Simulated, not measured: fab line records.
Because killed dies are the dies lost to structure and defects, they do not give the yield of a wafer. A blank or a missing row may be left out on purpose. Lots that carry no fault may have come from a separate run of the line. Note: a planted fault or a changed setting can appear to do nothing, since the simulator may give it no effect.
fab line records	flow n5_finfet
[record] lots = 4	wafers = 12	last_day = 18
route steps=1938 shown BEOL_M4@1099 BEOL_M5@1112 BEOL_M7@1309 PASSIVATION@1936
lots that met no fault: taken from a fault-free run of the same line
start_h: hours from the record's opening day to when the first of the lot's shown wafers began	wait_h: how many hours have passed since the lot's step before this one	" identical to the entry in the row above	L1.1+2: one row covering several wafers at once	- no value, or no start given	* or withheld: withheld	< > ~ a bound
route shown NAME@n: NAME is a module with steps in the file, n the number in the route of the first one	usual: average and standard deviation across the fault-free wafers	same: alike in all rows	chamber/n: place in a boat	sites: each site's reading	_std_site: the values' standard deviation	_edge_site: the outer-site mean with the inner-site mean subtracted	radius_mm: for every site, how far away it sits from the centre of the wafer	mask NAME#n: copy n	behind: the last tool/chamber to shape the wafer	hold: the reason the lot was held/the length of the hold in hours/how it ended	device: transistor that didn't switch, given as n, p or np	end of line: the same wafers' tests at the end of the route	a step given without rows: its recipe and nothing more	killed: dies that structure and defects cost at the first sort, which is not the same as the wafer's yield	map: a wafer's dies, x killed, . not, _ none there
set.NAME: the setting as run; set.NAME@STEP: as run at that earlier step	model.NAME: the simulator's own value behind a step, which no gauge read
lots at selected steps of the route; one table per step, one row per wafer
services: a tool's chamber out of use, with start hour (start_h, from the record's first day; less than 0 if before it), hours out, and reason
[[steps]]
[step N5_BEOL_M4_ANNEAL_95]
[recipe] temp_c = 400	time_s = 240	ambient = vacuum
[step N5_BEOL_M4_SPUTTER_96]
[recipe] material = Cu	target_thk_a = 45	temp_c = -20	chamber_pressure_pa = 0.07	power_w = withheld	time_s = 8.29
[step N5_BEOL_M4_ECD_50]
[recipe] material = Cu	target_thk_a = 3000
[step N5_BEOL_M4_ANNEAL_51]
[recipe] temp_c = 225	time_s = 90	ambient = N2
[step N5_BEOL_M4_CMP_52]
[recipe] stop_on = SiOC	t_overpolish_s = 6.8	down_force_psi = 1	platen_rpm = 50	clearing_platen_down_force_psi = 1.5	clearing_platen_rpm = 50	post_cmp_clean = cu_alkaline	target_thk_nm = 40	clearing_platen_pad_velocity_m_s = 0.99484	pad_velocity_m_s = 0.99484
[step N5_BEOL_M4_PRE_CLEAN_60]
[recipe] gas = NH3/H2	time_s = 15	temp_c = *	rf_power_w = 300
[step N5_BEOL_M4_CO_CAP_55]
[recipe] material = Co	target_thk_a = 20	temp_c = 200	precursor = CCTBA/H2	pressure_torr = 30	time_s = 102.1
[step N5_BEOL_M4_PRE_CLEAN_56]
[recipe] gas = NH3	time_s = 15	temp_c = withheld	rf_power_w = 300
[step N5_BEOL_M4_DEP_57]
[recipe] material = SiCN	target_thk_a = 80	temp_c = withheld	precursor = 3MS/NH3	pressure_torr = 3	rf_w = 202	time_s = 14
[step N5_BEOL_M4_RC_MEAS_101]
[usual] DIBL_N = 35.1/1.5	DIBL_P = 35.2/2	IOFF_N = 0.146/0.028	IOFF_P = 0.20/0.036	ION_N = 670/12	ION_P = 462/8.2	SS_N = 71.2/0.63	SS_P = 73.1/0.7	VT_N = 250/3.6	VT_P = -251/3.3
lot.wafer	tool	chamber	start_h	wait_h	DIBL_N[mV/V]	DIBL_P[mV/V]	IOFF_N[nA/um]	IOFF_P[nA/um]	ION_N[uA/um]	ION_P[uA/um]	SS_N[mV/dec]	SS_P[mV/dec]	VT_N[mV]	VT_P[mV]
L635.2	prober-01	0	191.88	0.2	34.8	33.2	0.121	0.18	665	469	70.7	72.7	252	-248
L635.3	"	0	"	"	35.6	35.0	0.140	0.21	668	461	70.9	72.9	253	-250
L635.5	"	0	"	"	36.7	36.3	0.170	0.23	696	476	71.5	73.8	246	-247
L637.2	prober-02	0	213.58	0.2	36.7	38.2	0.171	0.23	678	464	72.2	72.5	249	-251
L637.3	"	0	"	"	36.6	38.2	0.168	0.23	674	460	72.0	73.7	251	-252
L637.4	"	0	"	"	37.3	39.1	0.175	0.25	666	459	72.0	73.6	247	-248
L650.2	prober-01	0	288.80	0.2	35.6	35.7	0.143	0.20	680	467	70.7	72.7	251	-251
L650.3	"	0	"	"	35.1	34.5	0.118	0.18	661	458	71.1	72.5	254	-251
L650.5	"	0	"	"	33.7	33.0	0.101	0.15	654	449	70.5	71.8	256	-253
L654.1	prober-01	0	327.70	0.0	31.6	31.8	0.105	0.16	672	466	70.7	71.2	254	-253
L654.3	"	0	"	"	34.1	34.6	0.129	0.18	656	457	71.5	73.2	252	-252
L654.5	"	0	"	"	34.3	35.0	0.138	0.19	659	459	70.6	72.0	249	-251
[step N5_BEOL_M5_ILD_DEP_00]
[recipe] material = SiCOH_lowk	target_thk_a = 1406.4	temp_c = 300	precursor = DEMS/porogen	pressure_torr = 5	rf_w = 500	time_s = 25.9
[step N5_BEOL_M5_CURE_79]
[recipe] temp_c = 385	time_s = 240	ambient = He/Ar	material = SiCOH_lowk
[step N5_BEOL_M5_PECVD_70]
[recipe] material = SiO2	target_thk_a = 160	temp_c = 400	precursor = TEOS/O2	pressure_torr = 5.5	rf_w = 450	teos_flow_sccm = 53.8	gas = O2	flow_sccm = 3000	time_s = 18
[step N5_BEOL_M5_HM_DEP_02]
[recipe] material = TiN	target_thk_a = 200	temp_c = 25	chamber_pressure_pa = 0.49996
[step N5_BEOL_M5_COAT_59]
[recipe] resist = SOC	temp_c = 250	time_s = 60	spin_rpm = 1500	resist_thk_nm = 60
[step N5_BEOL_M5_COAT_60]
[recipe] resist = SiARC	temp_c = 220	time_s = 60	spin_rpm = 1500	resist_thk_nm = 12
[step N5_BEOL_M5_COAT_71]
[recipe] resist = underlayer	temp_c = 205	time_s = 60	spin_rpm = 1500	resist_thk_nm = 5
[step N5_BEOL_M5_COAT_05]
[recipe] resist = CAR-EUV	spin_rpm = 1500	resist_thk_nm = 30
[step N5_BEOL_M5_EBR_07]
[recipe] solvent = PGMEA	ebr_width_mm = 1.5
[step N5_BEOL_M5_SOFTBAKE_06]
[recipe] temp_c = 110	time_s = 60	resist = CAR-EUV
[step N5_BEOL_M5_EXPOSE_08]
[recipe] mask_id = M5	na = 0.33	source_shape = annular	sigma_inner = 0.4	sigma_outer = 0.8	polarization = unpolarized	target_cd_nm = 28	dose_mj = 35.75
[step N5_BEOL_M5_PEB_09]
[recipe] peb_temp_c = 100	peb_time_s = 60	resist = CAR-EUV
[step N5_BEOL_M5_DEVELOP_10]
[recipe] develop_time_s = 30	developer = TMAH	resist = CAR-EUV	rinse_liquid = surfactant_rinse	dry = air_spin	dev_temp_c = 23
[step N5_BEOL_M5_DESCUM_16]
[recipe] chemistry = O2	time_s = 7	source_power_w = 50	bias_power_w = 20	pressure_mtorr = 20	rf_frequency_hz = 2.712e+07	temp_c = 40	resist = CAR-EUV	o2_flow_sccm = 225
[step N5_BEOL_M5_ETCH_72]
[recipe] chemistry = N2/H2	target = underlayer	target_depth_a = 65	mask_material = CAR-EUV	time_s = 5.2	ion_energy_ev = 200	pressure_mtorr = 30	source_w = 840	bias_w = 150	n2_flow_sccm = 200	h2_flow_sccm = 200	ends = cleared
[step N5_BEOL_M5_ETCH_61]
[recipe] chemistry = CF4	target = SiARC	target_depth_a = 156	mask_material = CAR-EUV	time_s = 26	ion_energy_ev = 80	pressure_mtorr = 40	source_w = 545	bias_w = 36	Ar_flow_sccm = 100	cf4_flow_sccm = 100	ends = cleared
[step N5_BEOL_M5_ETCH_62]
[recipe] chemistry = N2/H2	target = SOC	target_depth_a = 750	overetch_a = 150	mask_material = SiARC	temp_c = 40	time_s = 112.5	ion_energy_ev = 200	pressure_mtorr = 30	source_w = 840	bias_w = 150	n2_flow_sccm = 200	h2_flow_sccm = 200
[step N5_BEOL_M5_STRIP_63]
[recipe] chemistry = N2/H2	temp_c = 40	n2_flow_sccm = 200	h2_flow_sccm = 200	rf_frequency_hz = 6e+07
[step N5_BEOL_M5_STRIP_73]
[recipe] chemistry = N2/H2	temp_c = 40	n2_flow_sccm = 200	h2_flow_sccm = 200	rf_frequency_hz = 6e+07
[step N5_BEOL_M5_STRIP_64]
[recipe] chemistry = CF4	resist = SiARC	power_w = 300	bias_power_w = 75	pressure_mtorr = 50	cf4_flow_sccm = 150	rf_frequency_hz = 6e+07
[step N5_BEOL_M5_HM_OPEN_17]
[recipe] chemistry = Cl2/BCl3	target_depth_a = 200	overetch_a = 60	target = TiN	mask_material = SOC	ion_energy_ev = 150	pressure_mtorr = 10	icp_w = 1000	bias_w = 126	Cl2_flow_sccm = 53.25	bcl3_flow_sccm = 21.75	Ar_flow_sccm = 25
[step N5_BEOL_M5_STRIP_19]
[recipe] chemistry = O2	power_w = 400	temp_c = 40	pressure_mtorr = 30	rf_frequency_hz = 6e+07	bias_power_w = 0	overash_fraction = 0.2	o2_flow_sccm = 225
[step N5_BEOL_M5_COAT_65]
[recipe] resist = SOC	temp_c = 250	time_s = 60	spin_rpm = 1500	resist_thk_nm = 60
[step N5_BEOL_M5_COAT_66]
[recipe] resist = SiARC	temp_c = 220	time_s = 60	spin_rpm = 1500	resist_thk_nm = 12
[step N5_BEOL_M7_ETCH_41]
[recipe] chemistry = CH3F/O2	target = SiCN	target_depth_a = 319	taper_deg = 2	time_s = 57.8	ion_energy_ev = 120	mask_material = TiN	pressure_mtorr = 30	source_w = 395	bias_w = 75	Ar_flow_sccm = 150	CH3F_flow_sccm = 30	O2_flow_sccm = 20
[usual] CH3F_flow_sccm = 30.01/0.098	O2_flow_sccm = 20.00/0.063	drypump_motor_current_A = 5.8/0.4	oes_product_au = 0.81/0.1	rf_vpp_V = 297.5/1.4	showerhead_plenum_p_Torr = 2.02/0.071	throttle_valve_pct = 16.35/0.24
lot.wafer	tool	chamber	start_h	wait_h	CH3F_flow_sccm	O2_flow_sccm	drypump_motor_current_A	oes_product_au	rf_hours_counter_h	rf_vpp_V	showerhead_plenum_p_Torr	throttle_valve_pct
L635.2	rie_diel-06	1	220.79	-	-	-	-	-	-	-	-	-
L635.3	"	2	"	"	-	-	-	-	-	-	-	-
L635.5	"	2	"	"	-	-	-	-	-	-	-	-
L637.2	rie_diel-01	0	242.07	-	-	-	-	-	-	-	-	-
L637.3	"	2	"	"	-	-	-	-	-	-	-	-
L637.4	"	1	"	"	-	-	-	-	-	-	-	-
L650.2	rie_diel-01	1	322.27	-	30.03	19.98	4.9	0.67	243	297.3	2.05	16.57
L650.3	"	2	"	"	30.04	19.92	6.0	0.69	191	295.6	1.92	16.27
L650.5	"	2	"	"	30.04	19.97	6.0	0.69	-	296.5	1.92	16.26
L654.1	rie_diel-05	2	356.79	-	29.92	20.04	5.4	0.82	60	298.5	2.04	16.51
L654.3	"	3	"	"	30.03	19.98	5.9	0.71	203	298.1	2.06	16.62
L654.5	"	0	"	"	30.12	19.91	5.4	0.69	-	296.5	1.91	16.46
[step N5_PASSIVATION_PROBE_49]
[usual] defect_limited_yield = 91.4/1.4	killed_at_M0_to_M3 = 32/10	killed_at_M4_up = 13/5.6	killed_at_contacts = 13/6.6	killed_at_front_end = 39/13	killed_at_other = 3.4/2.8	killed_dies = 101/17	killed_on_rim = 14/4.5	killed_open = 66/13	killed_short = 33/7	sort_bin_5_function = 5.0/0.93	sort_bin_6_memory = 3.2/0.65	sort_n_pass = 1078/17	sort_yield_pct = 91.4/1.4
[same] gross_dies = 1180	killed_at_back_side = 0	sort_bin_4_leakage[%] = 0	sort_bin_8_speed[%] = 0
lot.wafer	tool	chamber	start_h	wait_h	defect_limited_yield[%]	killed_at_M0_to_M3	killed_at_M4_up	killed_at_contacts	killed_at_front_end	killed_at_other	killed_dies	killed_on_rim	killed_open	killed_short	sort_bin_5_function[%]	sort_bin_6_memory[%]	sort_n_pass	sort_yield_pct[%]
L635.2	prober-02	-	306.69	0.1	0	37	1075	15	47	6	1180	152	82	35	95.7	4.2	0	0
L635.3	prober-02	-	306.74	0.1	0	33	1071	7	67	2	1180	152	82	41	96.3	3.5	0	0
L635.5	prober-02	-	306.84	0.2	0	38	1077	12	52	1	1180	152	74	34	96.7	2.9	0	0
L637.2	prober-02	-	325.04	0.1	0	14	1122	16	27	1	1180	152	40	18	97.6	2.1	0	0
L637.3	prober-02	-	325.09	0.1	0	19	1098	14	49	0	1180	152	59	27	97.1	2.5	0	0
L637.4	prober-02	-	325.14	0.2	0	31	1085	14	49	1	1180	152	80	28	96.4	3.2	0	0
L650.2	prober-01	-	399.12	0.1	93.0	40	4	11	27	1	83	21	47	30	4.1	2.2	1097	93.0
L650.3	prober-01	-	399.17	0.1	92.2	31	20	7	31	3	92	9	63	28	5.2	2.4	1088	92.2
L650.5	prober-01	-	399.27	0.2	93.1	42	7	4	26	2	81	14	48	33	3.6	3.1	1099	93.1
// killed by level:class
L635.2 BEOL_M7:area_etch=1061 STI_FIN_REVEAL:geometric_particle:open=11 MOL_CONTACT_COAG:geometric_particle:open=11 BEOL_M1:geometric_particle:open=10 BEOL_M2:geometric_particle:open=8 BEOL_M0_SAQP:geometric_particle:short=7 BEOL_M0_SAQP:geometric_particle:open=6 BEOL_M4:geometric_particle:open=5
L635.3 BEOL_M7:area_etch=1057 STI_FIN_REVEAL:geometric_particle:open=19 FIN_SAQP:geometric_particle:open=11 BEOL_M0_SAQP:geometric_particle:short=11 GATE_CUT:geometric_particle:short=9 GATE_CUT:geometric_particle:open=9 FIN_SAQP:geometric_particle:short=6 BEOL_M0_SAQP:geometric_particle:open=6
L635.5 BEOL_M7:area_etch=1070 FIN_SAQP:geometric_particle:open=21 BEOL_M0_SAQP:geometric_particle:open=10 MOL_CONTACT_COAG:geometric_particle:open=10 BEOL_M0_SAQP:geometric_particle:short=8 FIN_SAQP:geometric_particle:short=7 GATE_CUT:geometric_particle:short=6 BEOL_M0:geometric_particle:open=6
L637.2 BEOL_M7:area_etch=1119 MOL_CONTACT_COAG:geometric_particle:open=12 STI_FIN_REVEAL:geometric_particle:open=7 FIN_SAQP:geometric_particle:open=4 MOL_CONTACT_COAG:geometric_particle:short=4 BEOL_M0_SAQP:geometric_particle:open=4 FIN_SAQP:geometric_particle:short=3 BEOL_M0:geometric_particle:open=3
L637.3 BEOL_M7:area_etch=1090 STI_FIN_REVEAL:geometric_particle:open=13 MOL_CONTACT_COAG:geometric_particle:open=13 FIN_SAQP:geometric_particle:open=6 FIN_SAQP:geometric_particle:short=6 GATE_CUT:geometric_particle:short=6 STI_FIN_REVEAL:geometric_particle:short=5 BEOL_M1:geometric_particle:open=5
L637.4 BEOL_M7:area_etch=1071 STI_FIN_REVEAL:geometric_particle:open=16 MOL_CONTACT_COAG:geometric_particle:open=12 BEOL_M0_SAQP:geometric_particle:open=8 BEOL_M3:geometric_particle:open=6 DUMMY_GATE:geometric_particle:open=5 BEOL_M2:geometric_particle:open=5 BEOL_M8:geometric_particle:open=5
L650.2 BEOL_M2:geometric_particle:open=10 BEOL_M3:geometric_particle:open=9 MOL_CONTACT_COAG:geometric_particle:open=7 BEOL_M0_SAQP:geometric_particle:open=7 BEOL_M0_SAQP:geometric_particle:short=6 HKMG_FIN:area_etch=6 MOL_CONTACT_COAG:geometric_particle:short=4 FIN_SAQP:geometric_particle:open=3
L650.3 BEOL_M4:geometric_particle:open=9 BEOL_M2:geometric_particle:open=9 FIN_SAQP:geometric_particle:open=8 BEOL_M0_SAQP:geometric_particle:open=8 MOL_CONTACT_COAG:geometric_particle:open=7 BEOL_M0_SAQP:geometric_particle:short=6 FIN_SAQP:geometric_particle:short=5 STARTING-WAFER:geometric_particle:short=5
L650.5 BEOL_M2:geometric_particle:open=13 BEOL_M0_SAQP:geometric_particle:short=7 FIN_SAQP:geometric_particle:open=6 BEOL_M1:geometric_particle:short=5 BEOL_M0_SAQP:geometric_particle:open=5 BEOL_M3:geometric_particle:open=5 FIN_SAQP:geometric_particle:short=4 STARTING-WAFER:geometric_particle:short=4
// map L635.2 (x killed, . not)
_________________xxxxxxxxxxxx________________
______________xxxxxxxxxxxxxxxxxx_____________
___________xxxxxxxxxxxxxxxxxxxxxxxx__________
__________xxxxxxxxxxxxxxxxxxxxxxxxxx_________
________xxxxxxxxxxxxxxxxxxxxxxxxxxxxxx_______
_______xxxxxxxxxxxxxxxxxxxxxxxxxxxxxxxx______
______xxxxxxxxxxxxxxxxxxxxxxxxxxxxxxxxxx_____
_____xxxxxxxxxxxxxxxxxxxxxxxxxxxxxxxxxxxx____
____xxxxxxxxxxxxxxxxxxxxxxxxxxxxxxxxxxxxxx___
___xxxxxxxxxxxxxxxxxxxxxxxxxxxxxxxxxxxxxxxx__
___xxxxxxxxxxxxxxxxxxxxxxxxxxxxxxxxxxxxxxxx__
__xxxxxxxxxxxxxxxxxxxxxxxxxxxxxxxxxxxxxxxxxx_
__xxxxxxxxxxxxxxxxxxxxxxxxxxxxxxxxxxxxxxxxxx_
_xxxxxxxxxxxxxxxxxxxxxxxxxxxxxxxxxxxxxxxxxxxx
_xxxxxxxxxxxxxxxxxxxxxxxxxxxxxxxxxxxxxxxxxxxx
_xxxxxxxxxxxxxxxxxxxxxxxxxxxxxxxxxxxxxxxxxxxx
_xxxxxxxxxxxxxxxxxxxxxxxxxxxxxxxxxxxxxxxxxxxx
_xxxxxxxxxxxxxxxxxxxxxxxxxxxxxxxxxxxxxxxxxxxx
_xxxxxxxxxxxxxxxxxxxxxxxxxxxxxxxxxxxxxxxxxxxx
_xxxxxxxxxxxxxxxxxxxxxxxxxxxxxxxxxxxxxxxxxxxx
_xxxxxxxxxxxxxxxxxxxxxxxxxxxxxxxxxxxxxxxxxxxx
__xxxxxxxxxxxxxxxxxxxxxxxxxxxxxxxxxxxxxxxxxx_
__xxxxxxxxxxxxxxxxxxxxxxxxxxxxxxxxxxxxxxxxxx_
___xxxxxxxxxxxxxxxxxxxxxxxxxxxxxxxxxxxxxxxx__
___xxxxxxxxxxxxxxxxxxxxxxxxxxxxxxxxxxxxxxxx__
____xxxxxxxxxxxxxxxxxxxxxxxxxxxxxxxxxxxxxx___
_____xxxxxxxxxxxxxxxxxxxxxxxxxxxxxxxxxxxx____
______xxxxxxxxxxxxxxxxxxxxxxxxxxxxxxxxxx_____
_______xxxxxxxxxxxxxxxxxxxxxxxxxxxxxxxx______
________xxxxxxxxxxxxxxxxxxxxxxxxxxxxxx_______
__________xxxxxxxxxxxxxxxxxxxxxxxxxx_________
___________xxxxxxxxxxxxxxxxxxxxxxxx__________
______________xxxxxxxxxxxxxxxxxx_____________
_________________xxxxxxxxxxxx________________
// map L637.2 (x killed, . not)
_________________xxxxxxxxxxxx________________
______________xxxxxxxxxxxxxxxxxx_____________
___________xxxxxxxxxxxxxxxxxxxxxxxx__________
__________xxxxxxxxxxxxxxxxxxxxxxxxxx_________
________xxxxxxxxxxxxxxxxxxxxxxxxxxxxxx_______
_______xxxxxxxxxxxxxxxxxxxxxxxxxxxxxxxx______
______xxxxxxxxxxxxxxxxxxxxxxxxxxxxxxxxxx_____
_____xxxxxxxxxxxxxxxxxxxxxxxxxxxxxxxxxxxx____
____xxxxxxxxxxxxxxxxxxxxxxxxxxxxxxxxxxxxxx___
___xxxxxxxxxxxxxxxxxxxxxxxxxxxxxxxxxxxxxxxx__
___xxxxxxxxxxxxxxxxxxxxxxxxxxxxxxxxxxxxxxxx__
__xxxxxxxxxxxxxxxxxxxxxxxxxxxxxxxxxxxxxxxxxx_
__xxxxxxxxxxxxxxxxxxxxxxxxxxxxxxxxxxxxxxxxxx_
_xxxxxxxxxxxxxxxxxxxxxxxxxxxxxxxxxxxxxxxxxxxx
_xxxxxxxxxxxxxxxxxxxxxxxxxxxxxxxxxxxxxxxxxxxx
_xxxxxxxxxxxxxxxxxxxxxxxxxxxxxxxxxxxxxxxxxxxx
_xxxxxxxxxxxxxxxxxxxxxxxxxxxxxxxxxxxxxxxxxxxx
_xxxxxxxxxxxxxxxxxxxxxxxxxxxxxxxxxxxxxxxxxxxx
_xxxxxxxxxxxxxxxxxxxxxxxxxxxxxxxxxxxxxxxxxxxx
_xxxxxxxxxxxxxxxxxxxxxxxxxxxxxxxxxxxxxxxxxxxx
_xxxxxxxxxxxxxxxxxxxxxxxxxxxxxxxxxxxxxxxxxxxx
__xxxxxxxxxxxxxxxxxxxxxxxxxxxxxxxxxxxxxxxxxx_
__xxxxxxxxxxxxxxxxxxxxxxxxxxxxxxxxxxxxxxxxxx_
___xxxxxxxxxxxxxxxxxxxxxxxxxxxxxxxxxxxxxxxx__
___xxxxxxxxxxxxxxxxxxxxxxxxxxxxxxxxxxxxxxxx__
____xxxxxxxxxxxxxxxxxxxxxxxxxxxxxxxxxxxxxx___
_____xxxxxxxxxxxxxxxxxxxxxxxxxxxxxxxxxxxx____
______xxxxxxxxxxxxxxxxxxxxxxxxxxxxxxxxxx_____
_______xxxxxxxxxxxxxxxxxxxxxxxxxxxxxxxx______
________xxxxxxxxxxxxxxxxxxxxxxxxxxxxxx_______
__________xxxxxxxxxxxxxxxxxxxxxxxxxx_________
___________xxxxxxxxxxxxxxxxxxxxxxxx__________
______________xxxxxxxxxxxxxxxxxx_____________
_________________xxxxxxxxxxxx________________
[[services]]
tool	chamber	start_h	hours	kind
rie_diel-06	0	213.94	-	clean
rie_diel-06	0	213.94	-	consumable_replace:focus_ring
rie_diel-06	0	213.94	-	consumable_replace:showerhead
rie_diel-06	0	213.94	17.7	scheduled_down
rie_diel-06	0	213.94	17.7	vent_cycle
rie_diel-06	2	231.70	-	clean
rie_diel-06	2	231.70	-	consumable_replace:focus_ring
rie_diel-06	2	231.70	-	consumable_replace:showerhead
rie_diel-06	2	231.70	23.1	scheduled_down
rie_diel-06	2	231.70	23.1	vent_cycle
rie_diel-05	0	247.47	3.2	repair
rie_diel-05	3	249.30	7.6	repair
rie_diel-01	-	296.55	2.8	pm
rie_diel-01	0	329.32	-	clean
rie_diel-01	0	329.32	-	consumable_replace:focus_ring
rie_diel-01	0	329.32	14.9	scheduled_down
rie_diel-01	0	329.32	14.9	vent_cycle
rie_diel-05	-	337.19	0.3	repair
rie_diel-01	1	344.20	-	clean
rie_diel-01	1	344.20	-	consumable_replace:focus_ring
rie_diel-01	1	344.20	14.5	scheduled_down
rie_diel-01	1	344.20	14.5	vent_cycle
rie_diel-06	-	348.21	15.6	pm
[[key]]
[first_sign] step = N5_BEOL_M7_ETCH_41	reading = tool_record	direction = missing
[effect] step = N5_PASSIVATION_PROBE_49	reading = killed_at_M4_up	direction = up	sigmas = 99+	usual = 13	struck = 1088
[more_kills_born_at] N5_BEOL_M7_ETCH_41@rie_diel-01 = 3280	N5_BEOL_M7_ETCH_41@rie_diel-06 = 3188
met_at N5_BEOL_M7_ETCH_41
struck_wafers L635.2,L635.3,L635.5,L637.2,L637.3,L637.4
later_rows_left_out L635.2,L635.3,L635.5,L637.2,L637.3,L637.4
[fault] kind = skipped_step_whole	tool = rie_diel-01,rie_diel-06	chamber = -	onset_h = 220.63	steps = N5_BEOL_M7_ETCH_41	scope = struck_lots_only
// later_rows_left_out: the simulator's readings of these wafers behind a module that went badly wrong aren't trusted and aren't shown, but for the sort
